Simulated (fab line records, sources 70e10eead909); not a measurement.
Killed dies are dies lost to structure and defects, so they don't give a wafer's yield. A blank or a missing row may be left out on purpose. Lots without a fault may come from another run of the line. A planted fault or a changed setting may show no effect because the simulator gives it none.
fab line records | flow nand_harc
record lots=12 wafers=36 last_day=33
route steps=1302 shown THIN_TSV@1250 END@1302
lots that met no fault: from a run of the same line without faults
start_h: hours from the record's first day to the start of the lot's first wafer shown | wait_h: hours since the lot's step before | " the same as in the row above | L1.1+2: a row that stands for several wafers | - no value, or no start given | * or withheld: withheld | < > ~ a bound
route shown NAME@n: a module of which the file shows steps, and the number in the route of the first | usual: mean/standard deviation of fault-free wafers | same: alike in all rows | chamber/n: place in a boat | sites: the reading at each site | _std_site: their standard deviation | _edge_site: outer sites' mean less inner sites' | radius_mm: how far each site lies from the wafer's centre | mask NAME#n: copy n | behind: the tool/chamber that last shaped the wafer | hold: why the lot was held/for how many hours/how that ended | device: the transistor (n, p or np) that didn't switch | end of line: the same wafers' tests at the end of the route | a step without rows: its recipe alone | killed: dies lost to structure and defects at the first sort, not the wafer's yield | map: a wafer's dies, x killed, . not, _ none there
set.NAME: the setting as run; set.NAME@STEP: as run at that earlier step | model.NAME: the simulator's own value behind a step, which no gauge read
steps of the route over a sample of lots; a table a step, a row a wafer
services: from which hour (start_h, from the record's first day; less than 0 if before it) a tool's chamber was out of use, for how many hours, and why
## steps
# step NHARC_THIN_TSV_DEP_43
# recipe target_thk_a=13285 temp_c=withheld pressure_torr=6.5 rf_w=900 teos_flow_sccm=161.4 flow_sccm=2650 target_thk_nm=1328.5 gas=O2 material=SiO2
# usual throttle_valve_pct=16.0/0.69
# columns lot.wafer tool chamber start_h wait_h throttle_valve_pct
L998.1 pecvd-02 1 548.56 - 16.4
L998.5 " 0 " " 16.2
L998.6 " 1 " " 16.6
L102.1 pecvd-03 2 589.61 - 15.5
L102.2 " 0 " " 14.5
L102.6 " 1 " " 17.2
L104.6 pecvd-02 0 608.79 - 16.5
L104.5 " 1 " " 15.9
L104.4 " 2 " " 15.2
L103.3 pecvd-03 2 609.85 - 15.5
L103.2 " 1 " " 17.3
L103.5 " 2 " " 15.5
L108.1 pecvd-02 2 658.43 - 15.3
L108.3 " 1 " " 16.2
L108.6 " 1 " " 16.3
L111.3 pecvd-02 1 677.63 - 16.5
L111.4 " 0 " " 16.7
L111.6 " 1 " " 16.4
L114.1 pecvd-02 0 702.21 - 16.7
L114.2 " 1 " " 16.6
L114.3 " 2 " " 15.4
L116.3 pecvd-01 0 732.94 - 16.3
L116.1 " 1 " " 15.3
L116.5 " 0 " " 16.3
L117.3 pecvd-01 2 734.14 - 15.6
L117.4 " 2 " " 15.7
L117.5 " 0 " " 16.3
L115.2 pecvd-01 1 745.87 - 15.5
L115.4 " 2 " " 15.5
L115.6 " 0 " " 16.7
L119.2 pecvd-01 0 754.91 - 16.2
L119.1 " 2 " " 15.5
L119.4 " 0 " " 16.4
L120.6 pecvd-01 1 766.42 - 15.5
L120.5 " 2 " " 15.6
L120.4 " 0 " " 16.4
# step NHARC_THIN_TSV_CD_MEAS_12
# recipe target_cd_nm=1000 landing_energy_ev=500
# usual cd_nm=1000.4/2.1
# columns lot.wafer tool chamber start_h wait_h cd_nm
L998.1 cd_sem-02 0 549.35 - 1001.3
L998.5 " 0 " " 998.4
L998.6 " 0 " " 996.8
L102.1 cd_sem-03 0 590.40 - 1001.0
L102.2 " 0 " " 1001.8
L102.6 " 0 " " 1001.8
L104.4 cd_sem-01 0 609.37 - 999.9
L104.5 " 0 " " 996.2
L104.6 " 0 " " 998.3
L103.2 cd_sem-02 0 610.69 - 1001.0
L103.3 " 0 " " 999.0
L103.5 " 0 " " 999.9
L108.1 cd_sem-03 0 659.25 - 1002.9
L108.3 " 0 " " 998.2
L108.6 " 0 " " 1002.2
L111.3 cd_sem-03 0 678.43 - 999.5
L111.4 " 0 " " 1003.9
L111.6 " 0 " " 1004.7
L114.1 cd_sem-02 0 703.05 - 1002.9
L114.2 " 0 " " 1002.3
L114.3 " 0 " " 1002.2
L116.1 cd_sem-01 0 733.64 - 997.7
L116.3 " 0 " " 1000.7
L116.5 " 0 " " 997.7
L117.3 cd_sem-02 0 734.97 - 997.8
L117.4 " 0 " " 1003.9
L117.5 " 0 " " 1000.9
L115.2 cd_sem-01 0 746.58 - 999.4
L115.4 " 0 " " 996.5
L115.6 " 0 " " 999.3
L119.1 cd_sem-01 0 755.74 - 1002.0
L119.2 " 0 " " 1001.6
L119.4 " 0 " " 1001.0
L120.4 cd_sem-03 0 767.13 - 1000.6
L120.5 " 0 " " 1001.5
L120.6 " 0 " " 998.3
# step NHARC_THIN_TSV_ETCH_44
# recipe target_depth_a=15942 time_s=797.1 cf4_flow_sccm=150 o2_flow_sccm=10 ar_flow_sccm=0 rf_w=300 bias_w=800 chemistry=CF4/O2
# usual drypump_motor_current_A=5.6/0.41 oes_product_au=0.996/0.012 rf_vpp_V=795/5.2 showerhead_plenum_p_Torr=1.85/0.082 throttle_valve_pct=16.914/0.0086
# same time_s=797.1
# columns lot.wafer tool chamber start_h wait_h drypump_motor_current_A oes_product_au rf_hours_counter_h rf_vpp_V showerhead_plenum_p_Torr throttle_valve_pct
L998.1 rie_diel-07 0 549.70 0.2 6.5 0.987 3.3 791 1.78 16.914
L998.6 " 2 " " 5.7 0.992 - 786 1.71 16.925
L998.5 " 3 " " 5.6 0.990 - 792 1.79 16.902
L102.1 rie_diel-11 3 590.73 0.1 6.3 0.993 8.2 797 1.87 16.909
L102.2 " 0 " " 5.4 0.995 8.7 787 1.73 16.913
L102.6 " 3 " " 6.3 0.986 - 797 1.87 16.905
L104.4 rie_diel-09 2 609.72 0.2 5.2 1.009 4.5 801 1.95 16.901
L104.5 " 0 " " 5.3 0.983 - 795 1.84 16.928
L104.6 " 1 " " 5.9 1.007 - 797 1.90 16.905
L103.2 rie_diel-09 3 611.05 0.2 5.7 0.998 5.1 802 1.96 16.925
L103.3 " 0 " " 5.3 0.999 5.2 796 1.84 16.910
L103.5 " 1 " " 5.9 0.999 - 798 1.90 16.909
L108.1 rie_diel-09 3 659.49 0.1 5.7 0.999 7.9 804 1.96 16.918
L108.3 " 2 " " 5.2 1.004 7.6 801 1.95 16.927
L108.6 " 0 " " 5.4 0.989 - 795 1.84 16.913
L111.3 rie_diel-11 0 678.67 0.1 5.4 1.020 3.9 789 1.72 16.921
L111.4 " 2 " " 5.8 1.009 4.4 792 1.80 16.919
L111.6 " 0 " " 5.4 1.014 - 789 1.72 16.914
L114.2 rie_diel-09 3 703.35 0.1 5.7 0.977 0.5 802 1.96 16.919
L114.1 " 0 " " 5.3 0.986 0.4 796 1.84 16.908
L114.3 " 1 " " 5.9 1.006 0.4 799 1.90 16.920
L116.3 rie_diel-07 3 733.89 0.1 5.7 0.979 3.5 792 1.79 16.920
L116.1 " 0 " " 6.5 0.969 4.5 790 1.78 16.911
L116.5 " 3 " " 5.6 0.977 - 792 1.79 16.911
L117.3 rie_diel-11 0 735.27 0.1 5.4 1.023 6.7 788 1.72 16.922
L117.4 " 1 " " 5.2 1.001 7.7 791 1.82 16.914
L117.5 " 3 " " 6.3 1.014 - 796 1.87 16.920
L115.2 rie_diel-09 2 746.82 0.1 5.2 1.014 2.6 802 1.95 16.922
L115.4 " 0 " " 5.3 0.985 2.4 795 1.84 16.891
L115.6 " 3 " " 5.8 0.994 - 802 1.96 16.908
L119.2 rie_diel-09 0 756.08 0.2 5.3 0.983 2.8 795 1.84 16.915
L119.1 " 2 " " 5.2 1.020 3.2 802 1.95 16.913
L119.4 " 2 " " 5.2 1.011 - 803 1.95 16.899
L120.4 rie_diel-11 2 767.42 0.1 5.8 1.010 9.8 792 1.80 16.913
L120.6 " 1 " " 5.2 1.012 - 793 1.82 16.895
L120.5 " 2 " " 5.8 1.011 - 794 1.80 16.913
# step NHARC_THIN_TSV_INSPECT_40
# usual raw_defect_count=536/79
# columns lot.wafer tool chamber start_h wait_h raw_defect_count
L998.1 defect_inspect-02 - 558.94 0.4 501
L998.5 " - " " 537
L998.6 " - " " 566
L102.1 defect_inspect-02 - 602.51 0.4 480
L102.2 " - " " 517
L102.6 " - " " 456
L103.2 defect_inspect-01 - 621.26 0.4 531
L103.3 " - " " 459
L103.5 " - " " 463
L104.4 defect_inspect-02 - 621.26 0.4 591
L104.5 " - " " 523
L104.6 " - " " 572
L108.1 defect_inspect-02 - 671.83 0.4 490
L108.3 " - " " 439
L108.6 " - " " 486
L111.3 defect_inspect-01 - 690.61 0.4 486
L111.4 " - " " 529
L111.6 " - " " 529
L114.1 defect_inspect-01 - 715.34 0.4 558
L114.2 " - " " 528
L114.3 " - " " 463
L116.1 defect_inspect-02 - 746.28 0.4 484
L116.3 " - " " 601
L116.5 " - " " 495
L117.3 defect_inspect-01 - 746.28 0.4 504
L117.4 " - " " 510
L117.5 " - " " 530
L115.2 defect_inspect-01 - 758.30 0.4 377
L115.4 " - " " 606
L115.6 " - " " 385
L119.1 defect_inspect-01 - 767.95 0.4 594
L119.2 " - " " 587
L119.4 " - " " 715
L120.4 defect_inspect-01 - 782.28 0.4 541
L120.5 " - " " 580
L120.6 " - " " 500
# step NHARC_END_SORT_01
# recipe temp_c=25
# usual defect_limited_yield=91.6/2.8 killed_at_array=52/19 killed_at_other=1.0/1.2 killed_at_periphery=4.1/2.8 killed_dies=57/19 killed_open=3.1/1.7 killed_short=2.5/1.5 sort_bin_2_pct=3.0/1.2 sort_bin_3_pct=0.6/0.36 sort_bin_4_pct=4.9/1.6 sort_n_pass=620/19 sort_rim_yield_pct=91/5 sort_yield_pct=91.6/2.8
# same gross_dies=677 sort_bin_5_pct[%]=0 sort_bin_6_pct[%]=0 sort_bin_7_pct[%]=0 sort_bin_8_pct[%]=0 sort_rim_n_gross=106.00
# columns lot.wafer tool chamber start_h wait_h hold defect_limited_yield[%] killed_at_array killed_at_other killed_at_periphery killed_dies killed_open killed_short sort_bin_2_pct[%] sort_bin_3_pct[%] sort_bin_4_pct[%] sort_n_pass sort_rim_yield_pct[%] sort_yield_pct[%]
L998.1 prober-01 0 562.02 2.5 - 91.7 53 0 3 56 2 1 3.5 0.7 4.0 621 98 91.7
L998.5 prober-01 0 565.27 3.8 - 89.2 70 0 3 73 6 3 4.6 1.0 5.2 604 97 89.2
L998.6 prober-01 0 566.08 4.1 - 93.2 46 0 0 46 5 0 1.9 0.7 4.1 631 89 93.2
L102.1 prober-02 0 605.63 2.6 - 89.5 65 2 4 71 4 5 3.2 0.7 6.5 606 94 89.5
L102.2 prober-02 0 606.43 2.8 - 91.1 55 0 5 60 2 3 3.0 1.0 4.9 617 96 91.1
L102.6 prober-02 0 609.61 4.0 - 90.5 59 0 5 64 0 2 2.5 0.6 6.4 613 97 90.5
L103.2 prober-02 0 625.15 2.8 - 91.0 54 1 6 61 2 5 1.9 1.0 6.1 616 92 91.0
L103.3 prober-02 0 625.96 3.1 - 91.4 57 1 0 58 4 0 2.4 0.6 5.6 619 92 91.4
L103.5 prober-02 0 627.57 3.7 - 90.4 62 0 3 65 5 0 2.7 0.9 6.1 612 94 90.4
L104.4 prober-01 0 626.71 3.4 - 92.0 49 2 3 54 5 2 2.8 0.7 4.4 623 82 92.0
L104.5 prober-01 0 627.51 3.7 - 86.9 89 0 0 89 2 1 4.9 1.2 7.1 588 94 86.9
L104.6 prober-01 0 628.31 4.0 - 91.9 51 1 3 55 1 2 3.0 0.3 4.9 622 78 91.9
L108.1 prober-02 0 674.91 2.5 - 90.5 55 1 8 64 1 1 3.2 0.7 5.5 613 83 90.5
L108.3 prober-02 0 676.53 3.1 - 90.4 59 2 4 65 2 1 3.4 0.4 5.8 612 91 90.4
L108.6 prober-02 0 678.95 4.0 - 92.8 40 0 9 49 1 1 1.9 0.6 4.7 628 88 92.8
L111.3 prober-01 0 695.25 3.1 await_dispo/6.4h/release 93.8 41 0 1 42 0 1 1.8 0.4 4.0 635 91 93.8
L111.4 prober-01 0 696.06 3.4 await_dispo/6.4h/release 0 52 622 3 677 6 1 95.0 0.3 4.7 0 0 0
L111.6 prober-01 0 697.68 4.0 await_dispo/6.4h/release 94.5 33 0 4 37 4 4 2.1 0.3 3.1 640 91 94.5
L114.1 prober-02 0 718.40 2.5 await_dispo/1.2h/release 0 53 623 1 677 2 2 93.9 0.7 5.3 0 0 0
L114.2 prober-02 0 719.20 2.8 await_dispo/1.2h/release 93.4 39 2 4 45 7 4 2.2 0.6 3.8 632 86 93.4
L114.3 prober-02 0 720.01 3.1 await_dispo/1.2h/release 91.6 48 4 5 57 5 2 3.0 0 5.5 620 96 91.6
L116.1 prober-01 0 749.31 2.5 - 91.9 53 2 0 55 3 2 3.0 0.3 4.9 622 81 91.9
L116.3 prober-01 0 750.89 3.1 - 90.3 62 0 4 66 4 0 3.4 0.3 6.1 611 88 90.3
L116.5 prober-01 0 752.47 3.7 - 89.8 67 1 1 69 2 4 2.8 0.6 6.8 608 88 89.8
L117.3 prober-02 0 750.97 3.1 - 92.3 46 1 5 52 8 2 2.8 0.7 4.1 625 91 92.3
L117.4 prober-02 0 751.79 3.5 - 89.5 65 2 4 71 0 2 4.4 0.9 5.2 606 94 89.5
L117.5 prober-02 0 752.60 3.8 - 95.7 26 0 3 29 2 3 2.1 0.4 1.8 648 90 95.7
L115.2 prober-01 0 762.10 2.8 - 96.2 26 0 0 26 2 1 1.6 0.1 2.1 651 96 96.2
L115.4 prober-01 0 763.69 3.4 - 94.1 38 0 2 40 5 2 1.5 0.4 4.0 637 89 94.1
L115.6 prober-01 0 765.27 4.0 - 94.8 32 1 2 35 5 3 2.1 0.1 3.0 642 95 94.8
L119.1 prober-02 0 771.23 2.5 - 88.5 70 1 7 78 1 3 4.6 0.4 6.5 599 92 88.5
L119.2 prober-02 0 772.05 2.8 - 87.4 73 4 8 85 5 4 3.8 1.3 7.4 592 87 87.4
L119.4 prober-02 0 773.69 3.5 - 88.0 71 4 6 81 5 3 4.1 0.1 7.7 596 86 88.0
L120.4 prober-01 0 787.73 3.4 - 90.4 62 0 3 65 3 2 4.7 1.8 3.1 612 97 90.4
L120.5 prober-01 0 788.53 3.7 - 90.0 65 0 3 68 4 0 3.8 1.0 5.2 609 91 90.0
L120.6 prober-01 0 789.33 4.0 - 89.5 69 0 2 71 4 4 3.7 1.3 5.5 606 91 89.5
# killed by level:class
L998.1 A_CHANNEL_HOLE_D2:chamber_film_flake=24 A_CHANNEL_HOLE_D1:chamber_film_flake=21 A_STAIRCASE:chamber_film_flake=3 A_ZERO_WELL:chamber_film_flake=2 P_GATE:geometric_particle:open=1 P_CONTACT:geometric_particle:open=1 A_CHANNEL_HOLE_D1:geometric_particle:short=1 P_STI:chamber_film_flake=1
L998.5 A_CHANNEL_HOLE_D1:chamber_film_flake=32 A_CHANNEL_HOLE_D2:chamber_film_flake=22 A_STAIRCASE:chamber_film_flake=3 A_ONON_D1:geometric_particle:short=2 A_ZERO_WELL:chamber_film_flake=2 P_GATE:geometric_particle:open=1 P_CONTACT:geometric_particle:open=1 A_SOURCE_PLATE:geometric_particle:short=1
L998.6 A_CHANNEL_HOLE_D1:chamber_film_flake=21 A_CHANNEL_HOLE_D2:chamber_film_flake=12 A_CONTACT:chamber_film_flake=3 A_CHANNEL_FILL_D2:chamber_film_flake=2 A_SOURCE_PLATE:geometric_particle:open=1 A_DECK1_JOINT:geometric_particle:open=1 A_ONON_D2:geometric_particle:open=1 A_CHANNEL_FILL_D2:geometric_particle:open=1
L102.1 A_CHANNEL_HOLE_D1:chamber_film_flake=34 A_CHANNEL_HOLE_D2:chamber_film_flake=8 A_CHANNEL_FILL_D2:chamber_film_flake=4 A_CONTACT:chamber_film_flake=4 A_M1:chamber_film_flake=3 A_DECK1_JOINT:chamber_film_flake=2 A_STAIRCASE:chamber_film_flake=2 THIN_TSV:chamber_film_flake=2
L102.2 A_CHANNEL_HOLE_D1:chamber_film_flake=36 A_CHANNEL_HOLE_D2:chamber_film_flake=6 A_DECK1_JOINT:chamber_film_flake=3 P_STI:chamber_film_flake=2 P_M2:chamber_film_flake=2 A_ONON_D1:geometric_particle:short=1 A_DECK1_JOINT:geometric_particle:open=1 A_DECK1_JOINT:geometric_particle:short=1
L102.6 A_CHANNEL_HOLE_D1:chamber_film_flake=35 A_CHANNEL_HOLE_D2:chamber_film_flake=12 A_CONTACT:chamber_film_flake=4 P_STI:chamber_film_flake=2 P_M2:chamber_film_flake=2 A_CHANNEL_FILL_D2:chamber_film_flake=2 A_ONON_D1:geometric_particle:short=1 A_CHANNEL_FILL_D1:geometric_particle:short=1
L103.2 A_CHANNEL_HOLE_D1:chamber_film_flake=33 A_CONTACT:chamber_film_flake=7 A_CHANNEL_HOLE_D2:chamber_film_flake=6 P_GATE:geometric_particle:short=2 A_STAIRCASE:chamber_film_flake=2 P_M0:geometric_particle:open=1 P_M2:geometric_particle:short=1 A_CHANNEL_FILL_D1:geometric_particle:short=1
L103.3 A_CHANNEL_HOLE_D1:chamber_film_flake=34 A_CHANNEL_HOLE_D2:chamber_film_flake=9 A_CONTACT:chamber_film_flake=6 A_STAIRCASE:chamber_film_flake=2 A_DECK1_JOINT:geometric_particle:open=1 A_CHANNEL_HOLE_D2:geometric_particle:open=1 A_CHANNEL_FILL_D2:geometric_particle:open=1 A_WL_FILL:geometric_particle:open=1
L104.4 A_CHANNEL_HOLE_D2:chamber_film_flake=21 A_SLIT:chamber_film_flake=11 A_STAIRCASE:chamber_film_flake=4 A_CHANNEL_HOLE_D1:chamber_film_flake=2 THIN_TSV:chamber_film_flake=2 A_WL_FILL:chamber_film_flake=2 P_CONTACT:geometric_particle:open=1 P_M0:geometric_particle:open=1
L104.5 A_CHANNEL_HOLE_D2:chamber_film_flake=38 A_SLIT:chamber_film_flake=30 A_STAIRCASE:chamber_film_flake=5 A_CHANNEL_HOLE_D1:chamber_film_flake=4 A_CHANNEL_FILL_D1:chamber_film_flake=2 A_WL_FILL:chamber_film_flake=2 A_CONTACT:chamber_film_flake=2 A_CHANNEL_FILL_D1:geometric_particle:open=1
L103.5 A_CHANNEL_HOLE_D1:chamber_film_flake=30 A_CHANNEL_HOLE_D2:chamber_film_flake=15 A_CONTACT:chamber_film_flake=10 A_M0:geometric_particle:open=2 A_DECK1_JOINT:chamber_film_flake=2 P_GATE:geometric_particle:open=1 P_CONTACT:geometric_particle:open=1 A_CHANNEL_HOLE_D1:geometric_particle:open=1
L104.6 A_CHANNEL_HOLE_D2:chamber_film_flake=19 A_SLIT:chamber_film_flake=12 A_STAIRCASE:chamber_film_flake=9 A_CONTACT:chamber_film_flake=3 P_GATE:chamber_film_flake=2 A_CHANNEL_FILL_D1:chamber_film_flake=2 A_WL_FILL:chamber_film_flake=2 A_SOURCE_PLATE:geometric_particle:open=1
L108.1 A_SLIT:chamber_film_flake=16 A_CHANNEL_HOLE_D2:chamber_film_flake=13 A_CHANNEL_HOLE_D1:chamber_film_flake=10 A_CONTACT:chamber_film_flake=7 A_STAIRCASE:chamber_film_flake=6 P_CONTACT:chamber_film_flake=4 P_ZERO_WELL:chamber_film_flake=3 P_CONTACT:geometric_particle:open=1
L108.3 A_SLIT:chamber_film_flake=33 A_CHANNEL_HOLE_D1:chamber_film_flake=8 A_CHANNEL_HOLE_D2:chamber_film_flake=5 A_STAIRCASE:chamber_film_flake=5 A_CONTACT:chamber_film_flake=3 P_CONTACT:chamber_film_flake=2 A_CHANNEL_HOLE_D2:unspecified=2 A_CHANNEL_FILL_D1:geometric_particle:short=1
L108.6 A_SLIT:chamber_film_flake=13 A_CHANNEL_HOLE_D1:chamber_film_flake=11 P_CONTACT:chamber_film_flake=6 A_STAIRCASE:chamber_film_flake=6 A_CHANNEL_HOLE_D2:chamber_film_flake=4 A_CONTACT:chamber_film_flake=3 P_M0:geometric_particle:open=1 A_CHANNEL_FILL_D1:geometric_particle:short=1
L111.3 A_CHANNEL_HOLE_D1:chamber_film_flake=25 A_WL_FILL:chamber_film_flake=5 A_CONTACT:chamber_film_flake=3 A_ZERO_WELL:chamber_film_flake=2 A_CHANNEL_HOLE_D2:chamber_film_flake=2 A_CHANNEL_FILL_D1:geometric_particle:short=1 P_GATE:chamber_film_flake=1 A_SLIT:chamber_film_flake=1
L111.4 THIN_TSV:area_dep=622 A_CHANNEL_HOLE_D1:chamber_film_flake=33 A_WL_FILL:chamber_film_flake=6 A_CHANNEL_FILL_D1:geometric_particle:open=2 A_ZERO_WELL:chamber_film_flake=2 A_CHANNEL_HOLE_D2:chamber_film_flake=2 A_CONTACT:chamber_film_flake=2 P_GATE:geometric_particle:open=1
L111.6 A_CHANNEL_HOLE_D1:chamber_film_flake=20 A_WL_FILL:chamber_film_flake=4 A_CONTACT:chamber_film_flake=3 A_WL_FILL:geometric_particle:short=2 P_GATE:geometric_particle:short=1 P_M0:geometric_particle:short=1 P_M0:geometric_particle:open=1 A_ONON_D1:geometric_particle:open=1
L114.1 THIN_TSV:area_dep=616 A_CHANNEL_HOLE_D1:chamber_film_flake=38 THIN_TSV:chamber_film_flake=7 A_STAIRCASE:chamber_film_flake=5 A_ZERO_WELL:chamber_film_flake=3 A_CONTACT:chamber_film_flake=2 P_CONTACT:geometric_particle:open=1 A_ONON_D1:geometric_particle:short=1
L114.2 A_CHANNEL_HOLE_D1:chamber_film_flake=19 A_CONTACT:chamber_film_flake=5 A_STAIRCASE:chamber_film_flake=3 P_CONTACT:geometric_particle:open=2 A_CHANNEL_FILL_D2:geometric_particle:open=2 A_SLIT:chamber_film_flake=2 THIN_TSV:chamber_film_flake=2 P_M0:geometric_particle:open=1
L114.3 A_CHANNEL_HOLE_D1:chamber_film_flake=33 A_STAIRCASE:chamber_film_flake=5 A_CONTACT:chamber_film_flake=5 THIN_TSV:chamber_film_flake=3 P_CONTACT:geometric_particle:open=2 P_M2:chamber_film_flake=2 A_CHANNEL_HOLE_D1:geometric_particle:short=1 P_M0:geometric_particle:open=1
L116.1 A_CHANNEL_HOLE_D1:chamber_film_flake=22 A_CHANNEL_HOLE_D2:chamber_film_flake=9 A_SLIT:chamber_film_flake=7 A_CONTACT:chamber_film_flake=6 A_WL_FILL:geometric_particle:open=2 A_ZERO_WELL:chamber_film_flake=2 THIN_TSV:chamber_film_flake=2 A_SOURCE_PLATE:geometric_particle:short=1
L116.3 A_CHANNEL_HOLE_D1:chamber_film_flake=21 A_CHANNEL_HOLE_D2:chamber_film_flake=21 A_CONTACT:chamber_film_flake=9 A_SLIT:chamber_film_flake=3 A_ZERO_WELL:chamber_film_flake=3 A_STAIRCASE:chamber_film_flake=2 P_CONTACT:geometric_particle:open=1 P_M0:geometric_particle:open=1
L117.3 A_CHANNEL_HOLE_D1:chamber_film_flake=16 A_SLIT:chamber_film_flake=10 A_CHANNEL_HOLE_D2:chamber_film_flake=6 P_CONTACT:geometric_particle:open=2 A_DECK1_JOINT:chamber_film_flake=2 A_SGD_CUT:chamber_film_flake=2 A_WL_FILL:chamber_film_flake=2 A_CONTACT:chamber_film_flake=2
L117.4 A_CHANNEL_HOLE_D2:chamber_film_flake=28 A_SLIT:chamber_film_flake=22 A_CHANNEL_HOLE_D1:chamber_film_flake=8 A_SGD_CUT:chamber_film_flake=3 P_CONTACT:chamber_film_flake=2 A_ONON_D2:geometric_particle:short=1 A_M0:geometric_particle:short=1 P_STI:chamber_film_flake=1
L116.5 A_CHANNEL_HOLE_D1:chamber_film_flake=18 A_CHANNEL_HOLE_D2:chamber_film_flake=16 A_CONTACT:chamber_film_flake=12 A_SLIT:chamber_film_flake=8 A_STAIRCASE:chamber_film_flake=4 A_SOURCE_PLATE:geometric_particle:short=1 A_ONON_D1:geometric_particle:short=1 A_ONON_D2:geometric_particle:open=1
L117.5 A_SLIT:chamber_film_flake=8 A_CHANNEL_HOLE_D2:chamber_film_flake=7 A_CHANNEL_HOLE_D1:chamber_film_flake=3 P_CONTACT:chamber_film_flake=2 A_SOURCE_PLATE:geometric_particle:short=1 A_CHANNEL_FILL_D1:geometric_particle:open=1 A_DECK1_JOINT:geometric_particle:short=1 A_ONON_D2:geometric_particle:short=1
L115.2 A_SLIT:chamber_film_flake=11 A_CONTACT:chamber_film_flake=6 A_CHANNEL_HOLE_D1:chamber_film_flake=3 A_SGD_CUT:chamber_film_flake=2 A_CHANNEL_FILL_D1:geometric_particle:short=1 A_DECK1_JOINT:geometric_particle:open=1 A_CHANNEL_FILL_D2:geometric_particle:open=1 A_CHANNEL_HOLE_D2:chamber_film_flake=1
L115.4 A_SLIT:chamber_film_flake=10 A_CONTACT:chamber_film_flake=8 A_CHANNEL_HOLE_D1:chamber_film_flake=6 A_STAIRCASE:chamber_film_flake=5 A_CHANNEL_FILL_D1:chamber_film_flake=3 P_GATE:geometric_particle:open=1 P_M0:geometric_particle:open=1 A_ONON_D1:geometric_particle:open=1
L115.6 A_CONTACT:chamber_film_flake=9 A_CHANNEL_HOLE_D1:chamber_film_flake=8 A_SLIT:chamber_film_flake=5 A_M1:geometric_particle:open=2 P_GATE:geometric_particle:open=1 A_ONON_D1:geometric_particle:short=1 A_CHANNEL_HOLE_D1:geometric_particle:open=1 A_CHANNEL_FILL_D1:geometric_particle:open=1
L119.1 A_SLIT:chamber_film_flake=39 A_CHANNEL_HOLE_D2:chamber_film_flake=10 A_CONTACT:chamber_film_flake=9 P_ZERO_WELL:chamber_film_flake=4 P_M2:chamber_film_flake=3 A_WL_FILL:geometric_particle:short=2 A_STAIRCASE:chamber_film_flake=2 A_SGD_CUT:chamber_film_flake=2
L119.2 A_CHANNEL_HOLE_D2:chamber_film_flake=33 A_SLIT:chamber_film_flake=13 A_CONTACT:chamber_film_flake=12 P_M2:chamber_film_flake=5 A_STAIRCASE:chamber_film_flake=4 THIN_TSV:chamber_film_flake=4 A_WL_FILL:chamber_film_flake=3 P_CONTACT:geometric_particle:open=2
L119.4 A_SLIT:chamber_film_flake=39 A_CHANNEL_HOLE_D2:chamber_film_flake=12 A_CONTACT:chamber_film_flake=8 P_M2:chamber_film_flake=4 A_WL_FILL:chamber_film_flake=3 THIN_TSV:chamber_film_flake=3 A_STAIRCASE:chamber_film_flake=2 P_GATE:geometric_particle:open=1
L120.4 A_CHANNEL_HOLE_D2:chamber_film_flake=23 A_SLIT:chamber_film_flake=18 A_CHANNEL_HOLE_D1:chamber_film_flake=9 A_CHANNEL_FILL_D1:chamber_film_flake=3 A_CONTACT:chamber_film_flake=3 A_STAIRCASE:chamber_film_flake=2 P_GATE:geometric_particle:open=1 A_ONON_D1:geometric_particle:short=1
L120.5 A_CHANNEL_HOLE_D2:chamber_film_flake=32 A_SLIT:chamber_film_flake=11 A_CONTACT:chamber_film_flake=7 A_CHANNEL_HOLE_D1:chamber_film_flake=3 P_STI:chamber_film_flake=2 A_CHANNEL_FILL_D1:chamber_film_flake=2 A_DECK1_JOINT:chamber_film_flake=2 A_ONON_D1:geometric_particle:open=1
L120.6 A_SLIT:chamber_film_flake=29 A_CHANNEL_HOLE_D1:chamber_film_flake=14 A_CHANNEL_HOLE_D2:chamber_film_flake=11 A_STAIRCASE:chamber_film_flake=3 A_WL_FILL:chamber_film_flake=2 A_M1:chamber_film_flake=2 P_GATE:geometric_particle:short=1 A_SOURCE_PLATE:geometric_particle:short=1
## services
# columns tool chamber start_h hours kind
pecvd-03 - 547.74 13.0 pm
rie_diel-11 3 552.48 1.9 repair
rie_diel-11 2 567.52 9.8 repair
pecvd-03 - 581.13 2.8 repair
rie_diel-07 0 582.71 5.8 repair
rie_diel-11 2 585.89 5.8 repair
pecvd-02 - 589.29 13.0 pm
rie_diel-09 0 598.93 6.7 repair
rie_diel-11 - 609.56 9.0 pm
pecvd-03 0 645.23 3.7 repair
rie_diel-07 - 648.21 9.0 pm
rie_diel-11 3 651.71 1.2 repair
pecvd-03 2 660.51 11.5 repair
rie_diel-07 3 661.81 4.8 repair
pecvd-01 - 673.40 13.0 pm
rie_diel-09 - 674.13 9.0 pm
pecvd-03 - 674.63 1.3 repair
rie_diel-07 1 674.83 2.7 repair
rie_diel-11 3 716.29 14.6 repair
pecvd-03 - 728.74 13.0 pm
rie_diel-09 2 738.39 4.5 repair
pecvd-02 - 751.26 1.4 repair
rie_diel-09 1 752.81 3.5 repair
rie_diel-09 1 757.83 4.5 repair
## key
first_sign step=NHARC_END_SORT_01 reading=killed_at_other direction=up sigmas=99+ usual=1.0 struck=622.5
effect step=NHARC_END_SORT_01 reading=sort_bin_2_pct direction=up sigmas=75 usual=3.0 struck=94.5
more_kills_born_at NHARC_THIN_TSV_DEP_43@pecvd-02=1238
met_at NHARC_THIN_TSV_DEP_43
struck_lots L111,L114
struck_wafers L111.4,L114.1
later_rows_left_out L111.4,L114.1
not_acting_at NHARC_THIN_TSV_CD_MEAS_12,NHARC_THIN_TSV_ETCH_44,NHARC_THIN_TSV_INSPECT_40
onset_between 608.79 677.63
fault kind=process_parameter_drift tool=pecvd-02 chamber=0 onset_h=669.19 steps=NHARC_THIN_TSV_DEP_43 channel=target_thk_a offset=* shape=step end_h=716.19 acts_in=* stated=*
# later_rows_left_out: the simulator's readings of these wafers behind a module that went badly wrong aren't trusted and aren't shown, but for the sort
